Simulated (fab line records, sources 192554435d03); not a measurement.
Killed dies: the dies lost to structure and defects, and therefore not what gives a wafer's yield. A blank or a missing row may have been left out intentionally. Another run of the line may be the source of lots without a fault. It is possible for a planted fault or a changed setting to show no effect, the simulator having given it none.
Matching of chambers | flow n5Finfet | aldMetal-01 running N5_HKMG_FIN_NWFM_ALD_20: 4 sister chambers
The step deposits TiAlC, target thk 2 nm, pulse time 3 s, purge time 2 s. 8 wafers are shown with their chamber, then 9 later ones without.

EACH WAFER AND ITS CHAMBER
wafer  | chamber | heaterPowerW (W) | precursorPulseHeightRel
L075.1 | 1       | 507              | 0.947
L085.4 | 3       | 426              | 0.957
L085.6 | 0       | 490              | 1.014
L087.2 | 0       | 477              | 1.024
L087.5 | 2       | 493              | 0.982
L091.2 | 3       | 426              | 0.993
L091.5 | 2       | 480              | 0.984
L091.6 | 1       | 508              | 0.992

WAFERS WHOSE CHAMBER IS MISSING
wafer  | heaterPowerW (W) | precursorPulseHeightRel
L092.1 | 507              | 1.007
L092.2 | 517              | 0.993
L092.4 | 430              | 1.029
L093.2 | 491              | 1.001
L093.4 | 509              | 0.984
L093.6 | 426              | 1.027
L095.2 | 441              | 0.991
L095.5 | 423              | 0.949
L095.6 | 467              | 1.007

WHICH CHAMBER EACH WENT THROUGH
wafer  | from the rows above          | in truth
L092.1 | can't be placed: 1 or 2 or 0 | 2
L092.2 | 1                            | 1
L092.4 | 3                            | 3
L093.2 | can't be placed: 2 or 0 or 1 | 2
L093.4 | 1                            | 1
L093.6 | 3                            | 3
L095.2 | 3                            | 3
L095.5 | 3                            | 3
L095.6 | can't be placed: 0 or 2      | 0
6 of 9 placed correctly. Unplaceable from these rows: 3, with the true chamber sitting among the candidates in 3. 0 placed wrongly.
How it was worked out, from the rows above alone: a wafer's distance from a chamber is the root of the sum, over the readings, of the square of ((its reading less the chamber's mean) divided by the reading's scatter). The wafer belongs to the nearest chamber; if the next one is less than 2 further off, it can't be placed. A chamber's mean is the mean of its shown wafers. The scatter: take each reading less its chamber's mean, square it, sum over the shown wafers, divide by the number of wafers less the number of chambers, and take the root.
